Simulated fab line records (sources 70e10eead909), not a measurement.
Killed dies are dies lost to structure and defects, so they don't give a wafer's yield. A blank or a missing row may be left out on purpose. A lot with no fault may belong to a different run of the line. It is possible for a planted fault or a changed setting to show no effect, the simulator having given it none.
What tool caused it?    flow nand-harc    Sampling: 7 lots, 19 wafers, 4 of 1159 route steps

## WHAT EACH GAUGE READ, for each wafer
NHARC_A_WL_FILL_INSPECT_15.
lot   measured      on                 raw-defect-count
L877  day 16 15:41  defect-inspect-02  517 441 755
L879  day 16 19:25  defect-inspect-02  268 417 338
L884  day 18 04:57  defect-inspect-02  384 516 331
L891  day 18 22:12  defect-inspect-01  349 261
L893  day 20 06:44  defect-inspect-01  521 420
L896  day 20 18:17  defect-inspect-02  448 495 455
L898  day 21 18:24  defect-inspect-01  288 340 224

## WHICH TOOL RAN EACH LOT (tool, then ch and the chambers of the sampled wafers, then the start)
lot   NHARC_A_WL_FILL_CVD_03         NHARC_A_WL_FILL_ETCHBACK_05        NHARC_A_WL_FILL_ALD_19
L877  cvd-w-01 ch 0,1, day 15 09:22  rie-metal-01 ch 0,1, day 15 12:55  ald-metal-03 ch 0,2,3, day 16 05:51
L879  cvd-w-01 ch 0,1, day 15 15:30  rie-metal-03 ch 0,1, day 15 18:32  ald-metal-01 ch 0,1,2, day 16 08:35
L884  cvd-w-01 ch 0,1, day 17 00:35  rie-metal-01 ch 0,1, day 17 04:10  ald-metal-03 ch 1,2, day 17 20:45
L891  cvd-w-01 ch 0,1, day 17 23:17  rie-metal-02 ch 1, day 18 01:56    ald-metal-02 ch 1,2, day 18 16:20
L893  cvd-w-02 ch 0,1, day 19 04:26  rie-metal-03 ch 0,1, day 19 07:05  ald-metal-02 ch 0,1, day 19 22:22
L896  cvd-w-02 ch 0,1, day 19 16:49  rie-metal-03 ch 0,1, day 19 20:23  ald-metal-01 ch 0,2, day 20 12:22
L898  cvd-w-02 ch 1, day 20 10:31    rie-metal-01 ch 0,1, day 20 14:04  ald-metal-01 ch 2,3, day 21 06:02
- NHARC_A_WL_FILL_CVD_03: deposits W, target thk 40 nm, time 3302 s.
- NHARC_A_WL_FILL_ETCHBACK_05: etches the open film in Cl2/BCl3, target depth 22 nm, time 60 s.
- NHARC_A_WL_FILL_ALD_19: deposits TiN, target thk 2 nm, pulse time 3 s, ald cycles 100.

## THE ANSWER, worked out from the rows above alone
Rule: the lots themselves supply what counts as usual. Put in order of their means at a reading, lots are off if they are a third of the lots or fewer, leave a main group of 4 or more, and stand apart from it by a gap of 3 or more times the standard deviation of the main group's means; of several such gaps the widest counts. If all means in a main group match to the digits the tables above print for the reading, that group is not used. A lot without any number at a reading at which 4 lots or more have one is off too. Any other lot the step has rows for is counted as sound.
Across all readings shown, no lot is off: no conclusion can be drawn from this.

## WHAT HAD BEEN PUT IN BY THE SIMULATOR
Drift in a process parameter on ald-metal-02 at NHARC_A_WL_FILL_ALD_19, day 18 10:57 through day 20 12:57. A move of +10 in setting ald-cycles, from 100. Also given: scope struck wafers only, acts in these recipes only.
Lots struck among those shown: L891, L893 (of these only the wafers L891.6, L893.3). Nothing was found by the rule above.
